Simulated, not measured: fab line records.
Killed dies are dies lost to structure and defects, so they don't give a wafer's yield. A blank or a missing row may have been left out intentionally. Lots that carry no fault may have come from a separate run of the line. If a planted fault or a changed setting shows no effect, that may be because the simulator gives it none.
fab line records	flow nand-harc
record lots=6	wafers=18	last-day=31
route steps=1302 shown A_STAIRCASE@724 END@1302
lots that met no fault: taken from a fault-free run of the same line
start-h: start of the lot's first displayed wafer, in hours after the record's first day	wait-h: hours from the lot's prior step to this one	" unchanged from the row above	L1.1+2: several wafers, shown together as one row	- either no value or no given start	* or withheld: withheld	< > ~ a bound
route shown NAME@n: a module of which the file shows steps, and the number in the route of the first	usual: the fault-free wafers' mean and standard deviation	same: alike in all rows	chamber/n: place in a boat	sites: each site's reading	_std_site: their standard deviation	_edge_site: mean of outer sites minus mean of inner sites	radius-mm: how far each site lies from the wafer's centre	mask NAME#n: copy n	behind: the most recent tool/chamber to have shaped the wafer	hold: what put the lot on hold/how long, in hours/how the hold closed	device: transistor that didn't switch, given as n, p or np	end of line: at the end of the route, the tests of the same wafers	for a step that has no rows: nothing shown but its recipe	killed: the dies lost at the first sort to structure and to defects; this is not the yield of the wafer	map: shows each die of a wafer: x if killed, . if not, _ if none is there
set.NAME: the setting as run; set.NAME@STEP: as run at that earlier step	model.NAME: the simulator's own value behind a step, which no gauge read
lots at selected steps of the route; one table per step, one row per wafer
services: when a tool's chamber went out of use (start-h, in hours from the record's first day, below 0 if earlier), for how many hours, and the reason
## steps
# step NHARC_A_STAIRCASE_HMDS_210
# recipe time-s=30
# step NHARC_A_STAIRCASE_COAT_211
# recipe spin-rpm=1200
# step NHARC_A_STAIRCASE_SOFTBAKE_212
# recipe temp-c=135	time-s=170
# step NHARC_A_STAIRCASE_EBR_213
# step NHARC_A_STAIRCASE_EXPOSE_214
# recipe na=0.5	dose-mj=31.26	mask-id=STAIR_3
# step NHARC_A_STAIRCASE_PEB_215
# recipe peb-temp-c=115	peb-time-s=130
# step NHARC_A_STAIRCASE_DEVELOP_216
# recipe time-s=140
# step NHARC_A_STAIRCASE_HARDBAKE_218
# recipe temp-c=120	time-s=140
# step NHARC_A_STAIRCASE_DESCUM_219
# recipe time-s=3	o2-flow-sccm=200	ar-flow-sccm=0	bias-power-w=0	chemistry=O2
# usual drypump-motor-current-A=5.8/0.5	mfc-ar-sccm=0.004/0.0093	o2-flow-sccm=200.0/0.62	oes-product-au=0.998/0.011	rf-vpp-V=57.7/0.91	showerhead-plenum-p-Torr=1.93/0.097	throttle-valve-pct=11.311/0.0092
# same time-s=3
lot.wafer	tool	chamber	start-h	wait-h	drypump-motor-current-A	mfc-ar-sccm	o2-flow-sccm	oes-product-au	rf-hours-counter-h	rf-vpp-V	showerhead-plenum-p-Torr	throttle-valve-pct
L724.2	rie-diel-11	2	461.77	-	6.0	0	199.3	1.013	5	58.8	2.07	11.301
L724.4	"	3	"	"	6.2	0	200.8	0.998	5	58.0	1.81	11.310
L724.5	"	1	"	"	5.4	0.008	199.1	1.019	-	59.2	1.96	11.318
L726.2	rie-diel-11	3	478.74	-	6.3	0	201.1	0.996	10	57.1	1.81	11.295
L726.1	"	0	"	"	5.3	0	200.1	0.997	10	58.4	2.02	11.316
L726.3	"	1	"	"	5.4	0.008	199.3	1.005	12	57.8	1.95	11.297
L729.3	rie-diel-02	2	518.15	-	6.2	0	199.2	0.989	42	58.2	1.97	11.311
L729.1	"	3	"	"	5.3	0	200.3	0.997	39	59.1	1.89	11.309
L729.5	"	1	"	"	5.3	0	200.4	1.012	-	57.4	2.02	11.327
L730.2	rie-diel-10	1	518.92	-	6.5	0	198.9	1.005	29	58.2	1.82	11.320
L730.3	"	2	"	"	5.2	0	200.2	1.005	29	57.8	2.07	11.328
L730.5	"	0	"	"	5.5	0.016	199.9	0.996	-	57.7	1.97	11.296
L732.4	rie-diel-10	1	540.09	-	6.5	0	200.0	0.994	38	58.9	1.82	11.317
L732.2	"	0	"	"	5.5	0.016	200.1	0.991	41	56.8	1.96	11.290
L732.6	"	1	"	"	6.5	0	200.1	1.000	-	56.3	1.82	11.326
L733.1	rie-diel-11	0	550.73	-	5.4	0	199.6	0.995	31	59.1	2.02	11.316
L733.2	"	3	"	"	6.3	0	200.0	1.018	32	56.5	1.80	11.319
L733.6	"	0	"	"	5.4	0	200.5	1.005	-	58.0	2.02	11.311
# step NHARC_A_STAIRCASE_TRIM_220
# recipe time-s=211.2	o2-flow-sccm=500	ar-flow-sccm=0	bias-w=0	chemistry=O2
# step NHARC_A_STAIRCASE_ETCH_221
# recipe target-depth-a=1000	time-s=40.5	ion-energy-ev=400	c4f8-flow-sccm=20	o2-flow-sccm=10	ar-flow-sccm=withheld	rf-w=600	bias-w=1000	chemistry=C4F8/O2
# step NHARC_A_STAIRCASE_TRIM_222
# recipe time-s=211.2	o2-flow-sccm=500	ar-flow-sccm=0	bias-w=0	chemistry=O2
# usual drypump-motor-current-A=5.8/0.5	mfc-ar-sccm=0.004/0.0097	o2-flow-sccm=500.0/1.7	oes-product-au=0.998/0.01	rf-vpp-V=57.9/0.86	showerhead-plenum-p-Torr=3.56/0.16	throttle-valve-pct=17.036/0.0093
# same bias-w=0	time-s=211.2
lot.wafer	tool	chamber	start-h	wait-h	drypump-motor-current-A	mfc-ar-sccm	o2-flow-sccm	oes-product-au	rf-hours-counter-h	rf-vpp-V	showerhead-plenum-p-Torr	throttle-valve-pct
L724.4	rie-diel-11	1	462.27	-	5.4	0.008	500.7	1.009	5	58.7	3.60	17.043
L724.2	"	0	"	"	5.3	0	502.4	0.997	5	57.3	3.72	17.024
L724.5	"	2	"	"	6.1	0	502.6	0.994	-	59.7	3.81	17.022
L726.1	rie-diel-11	2	479.06	-	6.1	0	502.2	1.001	11	59.4	3.80	17.038
L726.2	"	3	"	"	6.3	0	499.3	1.001	10	58.2	3.35	17.043
L726.3	"	0	"	"	5.4	0	498.5	1.011	10	57.7	3.72	17.026
L729.1	rie-diel-02	1	518.60	-	5.4	0	498.2	1.003	41	59.3	3.71	17.023
L729.3	"	0	"	"	6.0	0	496.6	0.981	40	57.0	3.31	17.025
L729.5	"	1	"	"	5.3	0	499.9	1.011	-	58.4	3.71	17.048
L730.3	rie-diel-10	3	519.24	-	6.8	0.036	499.8	0.994	26	58.3	3.64	17.046
L730.2	"	0	"	"	5.5	0.016	503.2	0.994	31	59.3	3.62	17.040
L730.5	"	0	"	"	5.5	0.016	501.9	0.989	-	58.0	3.62	17.059
L732.2	rie-diel-10	3	540.41	-	6.7	0.036	501.1	1.000	36	58.5	3.64	17.039
L732.4	"	0	"	"	5.5	0.016	500.1	0.993	41	57.8	3.62	17.034
L732.6	"	0	"	"	5.4	0.016	500.4	0.995	-	57.9	3.62	17.039
L733.2	rie-diel-11	1	551.06	-	5.4	0.008	499.8	1.008	31	57.8	3.59	17.038
L733.1	"	3	"	"	6.3	0	501.8	1.011	32	56.1	3.34	17.044
L733.6	"	0	"	"	5.4	0	500.4	1.002	-	58.6	3.71	17.022
# step NHARC_A_STAIRCASE_ETCH_223
# recipe target-depth-a=1000	time-s=40.5	ion-energy-ev=400	c4f8-flow-sccm=20	o2-flow-sccm=10	ar-flow-sccm=withheld	rf-w=600	bias-w=1000	chemistry=C4F8/O2
# step NHARC_A_STAIRCASE_TRIM_224
# recipe time-s=211.2	o2-flow-sccm=500	ar-flow-sccm=0	bias-w=0	chemistry=O2
# step NHARC_A_STAIRCASE_ETCH_225
# recipe target-depth-a=1000	time-s=40.5	ion-energy-ev=400	c4f8-flow-sccm=20	o2-flow-sccm=10	ar-flow-sccm=withheld	rf-w=600	bias-w=1000	chemistry=C4F8/O2
# step NHARC_A_STAIRCASE_TRIM_226
# recipe time-s=211.2	o2-flow-sccm=500	ar-flow-sccm=0	bias-w=0	chemistry=O2
# usual drypump-motor-current-A=5.8/0.51	mfc-ar-sccm=0.004/0.01	o2-flow-sccm=499.9/1.5	oes-product-au=0.998/0.01	rf-vpp-V=57.8/1	showerhead-plenum-p-Torr=3.57/0.16	throttle-valve-pct=17.036/0.0088
# same bias-w=0	time-s=211.2
lot.wafer	tool	chamber	start-h	wait-h	drypump-motor-current-A	mfc-ar-sccm	o2-flow-sccm	oes-product-au	rf-hours-counter-h	rf-vpp-V	showerhead-plenum-p-Torr	throttle-valve-pct
L724.4	rie-diel-11	2	-	-	6.1	0	499.2	1.000	5	58.8	3.80	17.046
L724.2	"	3	"	"	6.3	0	501.5	1.009	6	57.5	3.35	17.041
L724.5	"	2	"	"	6.1	0	500.0	1.006	-	58.1	3.81	17.033
L726.1	rie-diel-11	1	-	-	5.4	0.008	499.8	1.012	12	56.8	3.60	17.044
L726.2	"	2	"	"	6.1	0	498.0	1.008	11	59.4	3.80	17.046
L726.3	"	3	"	"	6.2	0	500.0	1.005	10	59.1	3.35	17.048
L729.1	rie-diel-02	0	-	-	6.0	0	499.4	0.989	41	57.1	3.31	17.024
L729.3	"	1	"	"	5.4	0	500.8	1.009	42	59.1	3.71	17.038
L729.5	"	0	"	"	6.0	0	497.3	0.983	-	56.7	3.31	17.027
L730.3	rie-diel-10	0	-	-	5.5	0.016	497.8	0.997	31	58.6	3.62	17.044
L730.2	"	1	"	"	6.5	0	502.1	1.015	30	56.8	3.37	17.038
L730.5	"	0	"	"	5.5	0.016	498.7	1.002	-	58.1	3.62	17.031
L732.4	rie-diel-10	2	-	-	5.2	0	499.9	1.015	39	58.3	3.79	17.048
L732.2	"	0	"	"	5.5	0.016	499.1	1.006	41	57.4	3.62	17.030
L732.6	"	3	"	"	6.8	0.036	500.2	1.000	-	57.7	3.64	17.042
L733.2	rie-diel-11	1	-	-	5.4	0.008	500.7	1.004	31	59.2	3.59	17.053
L733.1	"	3	"	"	6.3	0	499.2	1.008	33	57.7	3.34	17.035
L733.6	"	1	"	"	5.4	0.008	501.9	1.005	-	57.7	3.59	17.029
# step NHARC_A_STAIRCASE_ETCH_227
# recipe target-depth-a=1000	time-s=40.5	ion-energy-ev=400	c4f8-flow-sccm=20	o2-flow-sccm=10	ar-flow-sccm=withheld	rf-w=600	bias-w=1000	chemistry=C4F8/O2
# usual bias-w=1000.0/2.8	oes-product-au=0.943/0.011	rf-vpp-V=897/6.1
# same time-s=40.5
lot.wafer	tool	chamber	start-h	wait-h	bias-w	oes-product-au	rf-hours-counter-h	rf-vpp-V
L724.4	rie-diel-11	0	-	-	1000.1	0.946	7	903
L724.2	"	2	"	"	1002.4	0.945	6	907
L724.5	"	3	"	"	993.8	0.948	-	890
L726.2	rie-diel-11	0	-	-	996.9	0.949	11	902
L726.3	"	1	"	"	998.8	0.953	12	898
L726.1	"	3	"	"	999.9	0.950	10	889
L729.1	rie-diel-02	0	-	-	1004.0	0.928	41	887
L729.3	"	2	"	"	996.9	0.951	43	898
L729.5	"	1	"	"	1002.7	0.956	-	904
L730.3	rie-diel-10	0	-	-	1000.9	0.938	31	899
L730.2	"	2	"	"	997.7	0.956	30	906
L730.5	"	0	"	"	999.4	0.954	-	900
L732.4	rie-diel-10	0	-	-	1001.9	0.945	41	899
L732.2	"	1	"	"	1004.4	0.964	39	891
L732.6	"	2	"	"	1006.2	0.958	-	905
L733.2	rie-diel-11	3	-	-	996.2	0.949	33	888
L733.1	"	1	"	"	1003.8	0.949	31	899
L733.6	"	3	"	"	1000.1	0.952	-	889
# step NHARC_A_STAIRCASE_TRIM_229
# recipe time-s=211.2	o2-flow-sccm=500	ar-flow-sccm=0	bias-w=0	chemistry=O2
# step NHARC_A_STAIRCASE_ETCH_230
# recipe target-depth-a=1000	time-s=40.5	ion-energy-ev=400	c4f8-flow-sccm=20	o2-flow-sccm=10	ar-flow-sccm=withheld	rf-w=600	bias-w=1000	chemistry=C4F8/O2
# step NHARC_A_STAIRCASE_TRIM_231
# recipe time-s=211.2	o2-flow-sccm=500	ar-flow-sccm=0	bias-w=0	chemistry=O2
# step NHARC_A_STAIRCASE_ETCH_232
# recipe target-depth-a=1000	time-s=40.5	ion-energy-ev=400	c4f8-flow-sccm=20	o2-flow-sccm=10	ar-flow-sccm=withheld	rf-w=600	bias-w=1000	chemistry=C4F8/O2
# step NHARC_A_STAIRCASE_TRIM_233
# recipe time-s=211.2	o2-flow-sccm=500	ar-flow-sccm=0	bias-w=0	chemistry=O2
# step NHARC_A_STAIRCASE_ETCH_234
# recipe target-depth-a=1000	time-s=40.5	ion-energy-ev=400	c4f8-flow-sccm=20	o2-flow-sccm=10	ar-flow-sccm=withheld	rf-w=600	bias-w=1000	chemistry=C4F8/O2
# usual bias-w=999.7/2.7	oes-product-au=0.946/0.015	rf-vpp-V=897/6.2
# same time-s=40.5
lot.wafer	tool	chamber	start-h	wait-h	bias-w	oes-product-au	rf-hours-counter-h	rf-vpp-V
L724.4	rie-diel-10	0	-	-	1000.4	0.940	11	900
L724.2	"	1	"	"	996.8	0.960	11	891
L724.5	"	0	"	"	1003.3	0.940	-	899
L726.1	rie-diel-11	3	-	-	1001.5	0.936	10	889
L726.2	"	0	"	"	1000.1	0.939	11	903
L726.3	"	1	"	"	1000.0	0.952	13	899
L730.3	rie-diel-02	1	-	-	993.8	0.968	43	902
L730.2	"	2	"	"	995.3	0.944	43	900
L730.5	"	0	"	"	1000.2	0.936	-	887
L729.1	rie-diel-11	3	-	-	998.5	0.943	22	891
L729.3	"	1	"	"	998.5	0.958	22	900
L729.5	"	2	"	"	997.9	0.949	-	906
L732.4	rie-diel-10	0	-	-	1000.5	0.933	41	897
L732.2	"	2	"	"	1002.9	0.956	40	904
L732.6	"	3	"	"	1000.6	0.943	-	900
L733.2	rie-diel-11	0	-	-	996.9	0.943	32	903
L733.1	"	1	"	"	999.2	0.943	32	898
L733.6	"	0	"	"	997.7	0.954	-	903
# step NHARC_A_STAIRCASE_TRIM_235
# recipe time-s=211.2	o2-flow-sccm=500	ar-flow-sccm=0	bias-w=0	chemistry=O2
# step NHARC_A_STAIRCASE_ETCH_236
# recipe target-depth-a=1000	time-s=40.5	ion-energy-ev=400	c4f8-flow-sccm=20	o2-flow-sccm=10	ar-flow-sccm=withheld	rf-w=600	bias-w=1000	chemistry=C4F8/O2
# step NHARC_A_STAIRCASE_STRIP_238
# recipe power-w=1500	temp-c=250	chemistry=O2
# usual drypump-motor-current-A=5.7/0.44	heater-power-w=305/34
lot.wafer	tool	chamber	start-h	wait-h	drypump-motor-current-A	heater-power-w	rf-hours-counter-h
L724.2	plasma-asher-01	0	465.77	0.1	5.4	287	29
L724.4	"	1	"	"	6.2	278	-
L724.5	"	1	"	"	6.2	273	-
L726.2	plasma-asher-01	0	480.97	0.1	5.4	292	32
L726.1	"	1	"	"	6.2	283	32
L726.3	"	0	"	"	5.4	286	-
L730.2	plasma-asher-02	0	521.37	0.1	5.7	343	13
L730.3	"	1	"	"	5.0	360	-
L730.5	"	0	"	"	5.7	350	-
L729.1	plasma-asher-02	1	524.04	0.1	5.0	346	14
L729.3	"	1	"	"	5.0	351	-
L729.5	"	1	"	"	5.0	338	-
L732.2	plasma-asher-01	1	542.31	0.1	6.2	273	3
L732.4	"	0	"	"	5.4	283	-
L732.6	"	0	"	"	5.4	288	-
L733.1	plasma-asher-01	0	552.90	0.1	5.4	282	6
L733.2	"	1	"	"	6.2	270	6
L733.6	"	0	"	"	5.4	280	-
# step NHARC_A_STAIRCASE_STRIP_239
# recipe time-s=900	temp-c=130	chemistry=SPM
# step NHARC_A_STAIRCASE_PRECLEAN_240
# recipe time-s=*	temp-c=50	bath-age-min=0	chemistry=SC1
# step NHARC_A_STAIRCASE_SRD_241
# step NHARC_A_STAIRCASE_DEHYDRATE_242
# recipe temp-c=150	time-s=120
# step NHARC_A_STAIRCASE_HMDS_243
# recipe time-s=30
# step NHARC_A_STAIRCASE_COAT_244
# recipe spin-rpm=1200
# step NHARC_A_STAIRCASE_SOFTBAKE_245
# recipe temp-c=135	time-s=170
# step NHARC_A_STAIRCASE_EBR_246
# step NHARC_A_STAIRCASE_EXPOSE_247
# recipe na=0.5	dose-mj=25.34	mask-id=SDS_1
# step NHARC_A_STAIRCASE_PEB_248
# recipe peb-temp-c=115	peb-time-s=130
# step NHARC_A_STAIRCASE_DEVELOP_249
# recipe time-s=140
# step NHARC_A_STAIRCASE_HARDBAKE_251
# recipe temp-c=120	time-s=140
# step NHARC_END_SORT_01
# recipe temp-c=25
# usual killed-at-array=55/12	killed-at-other=1.0/1.2	killed-at-periphery=3.9/2.6	killed-dies=60/12	killed-open=3.3/1.9	killed-short=2.5/1.8
# same gross-dies=677
lot.wafer	tool	chamber	start-h	wait-h	killed-at-array	killed-at-other	killed-at-periphery	killed-dies	killed-open	killed-short
L724.2	prober-02	0	671.16	2.8	118	0	5	123	7	3
L724.4	prober-02	0	672.77	3.4	78	1	1	80	3	0
L724.5	prober-02	0	673.57	3.7	157	0	2	159	3	1
L726.1	prober-01	0	671.97	2.5	139	0	4	143	3	2
L726.2	prober-01	0	672.78	2.8	80	0	1	81	6	2
L726.3	prober-01	0	673.59	3.1	96	0	0	96	2	3
# killed by level:class
L724.2 A_STAIRCASE:unspecified=53 A_CHANNEL_HOLE_D1:chamber-film-flake=24 A_CHANNEL_HOLE_D2:chamber-film-flake=14 A_CONTACT:chamber-film-flake=10 A_ZERO_WELL:chamber-film-flake=4 A_SLIT:chamber-film-flake=4 P_GATE:geometric-particle:open=2 A_CHANNEL_FILL_D2:geometric-particle:short=2
L726.1 A_STAIRCASE:unspecified=101 A_CHANNEL_HOLE_D1:chamber-film-flake=25 A_CONTACT:chamber-film-flake=5 P_CONTACT:geometric-particle:open=2 A_CHANNEL_HOLE_D2:geometric-particle:short=1 A_SGD_CUT:geometric-particle:open=1 A_WL_FILL:geometric-particle:short=1 A_ZERO_WELL:chamber-film-flake=1
L724.4 A_STAIRCASE:unspecified=43 A_CHANNEL_HOLE_D1:chamber-film-flake=14 A_CHANNEL_HOLE_D2:chamber-film-flake=12 A_CONTACT:chamber-film-flake=2 A_CHANNEL_FILL_D1:geometric-particle:open=1 A_CHANNEL_FILL_D2:geometric-particle:open=1 A_SGD_CUT:geometric-particle:open=1 P_GATE:chamber-film-flake=1
L726.2 A_STAIRCASE:unspecified=37 A_CHANNEL_HOLE_D1:chamber-film-flake=25 A_CONTACT:chamber-film-flake=4 A_CHANNEL_FILL_D1:geometric-particle:open=2 A_CHANNEL_FILL_D2:chamber-film-flake=2 P_M0:geometric-particle:open=1 A_DECK1_JOINT:geometric-particle:short=1 A_CHANNEL_FILL_D2:geometric-particle:open=1
L724.5 A_STAIRCASE:unspecified=102 A_CHANNEL_HOLE_D1:chamber-film-flake=26 A_CHANNEL_HOLE_D2:chamber-film-flake=17 A_CONTACT:chamber-film-flake=3 A_ZERO_WELL:chamber-film-flake=2 A_WL_FILL:chamber-film-flake=2 P_CONTACT:geometric-particle:open=1 A_CHANNEL_FILL_D1:geometric-particle:open=1
L726.3 A_STAIRCASE:unspecified=52 A_CHANNEL_HOLE_D1:chamber-film-flake=28 A_SLIT:chamber-film-flake=6 A_CONTACT:chamber-film-flake=3 A_WL_FILL:geometric-particle:short=2 A_CHANNEL_HOLE_D2:geometric-particle:open=1 A_CONTACT:geometric-particle:short=1 A_M1:geometric-particle:open=1
# map L724.5 (x killed, . not)
____________.____________
_________......._________
_______..........._______
______.x...........______
_____..............._____
____.................____
____.............xx..____
___....xx...x.........___
___....xxxx...........___
__....xxxxxxxx.........__
__....xxxxxxxx.........__
_x...xxxxxxxxx.........._
_..x.xxxxxxxx.x........._
_.xxxxxxxxxxxxx........._
_..xxxxxxxxxxxx........._
_...xxxxxxxxxx.........._
...xxxxxxxxxxx...........
......xxxxxxxxx..........
.....xxxxxxxxx.......x.xx
......xxxxxxx............
.....xx..xxx.............
_........x.............._
_......................._
_....................x.x_
_...............x......._
_................x......_
__.....................__
__..............x.x.x.x__
___..............xx...___
___.............x.x.x.___
____.....x..x...xxxx.____
____.....x.......xxxx____
_____............xxx_____
______..........xxx______
_______.........xx_______
_________x......_________
____________.____________
# map L726.1 (x killed, . not)
____________.____________
_________......._________
_______..........._______
______.............______
_____..............._____
____.................____
____.x.....x.........____
___.....x.........x...___
___...x.x...x.........___
__....xxxxxxxx.........__
__.x.xxxxxxxx..........__
_.....xxxxxxxx.........._
_....xxxxxxxxx.........._
_....xxxxxxxxx.........._
_....xxxxxxxxxx........._
_....xxxxxxxxx.........._
.....xxxxxxxxx...........
.....xxxxxxxxxx..x.......
.......xxxxxxx...........
.......xxxx.x............
......xxxxxx.........x...
_......x..............x._
_....................x.._
_....................x.._
_......................x_
_........x........x....._
__.......x...........x.__
__.................x...__
___..............xxxx.___
___..............xx.x.___
____...x........xx.xx____
____............xxxxx____
_____...........xxx._____
______...........xx______
_______.......xx.x_______
_________......._________
____________.____________
## services
tool	chamber	start-h	hours	kind
rie-diel-11	0	443.43	-	clean
rie-diel-11	1	443.43	-	clean
rie-diel-11	2	443.43	-	clean
rie-diel-11	2	443.43	-	consumable-replace:focus-ring
rie-diel-11	2	443.43	-	consumable-replace:showerhead
rie-diel-11	3	443.43	-	clean
rie-diel-10	1	444.88	5.8	repair
plasma-asher-02	-	452.03	14.8	repair
rie-diel-11	0	469.45	-	clean
rie-diel-11	1	469.45	-	clean
rie-diel-11	2	469.45	-	clean
rie-diel-11	3	469.45	-	clean
rie-diel-11	0	493.95	-	clean
rie-diel-11	1	493.95	-	clean
rie-diel-11	2	493.95	-	clean
rie-diel-11	3	493.95	-	clean
rie-diel-11	2	494.38	2.8	repair
plasma-asher-02	-	501.49	0.6	repair
rie-diel-11	0	518.45	-	clean
rie-diel-11	1	518.45	-	clean
plasma-asher-01	-	519.00	9.0	pm
rie-diel-02	-	529.25	1.3	repair
rie-diel-11	2	531.46	11.6	repair
plasma-asher-02	-	535.60	8.6	repair
## key
first-sign step=NHARC_END_SORT_01	reading=killed-at-array	direction=up	sigmas=4.7	usual=55	struck=111
effect step=NHARC_END_SORT_01	reading=killed-dies	direction=up	sigmas=4.5	usual=60	struck=114	wafers-moved=5
more-kills-born-at NHARC_A_STAIRCASE_TRIM_222@rie-diel-11=388
met-at NHARC_A_STAIRCASE_TRIM_222
struck-wafers L724.2,L724.4,L724.5,L726.1,L726.2,L726.3
tester-left-out L724,L726
fault kind=chamber-particle-source	tool=rie-diel-11	chamber=-	onset-h=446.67	steps=NHARC_A_STAIRCASE_TRIM_222	rate-per-visit-cm2=1.8077	end-h=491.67
# tester-left-out: of these lots the tester's yield and bins aren't shown, on N5 and GAA mostly nor the transistor test; their killed dies are dies lost to structure and defects alone, not to doping, threshold or leakage, so they don't give the yield
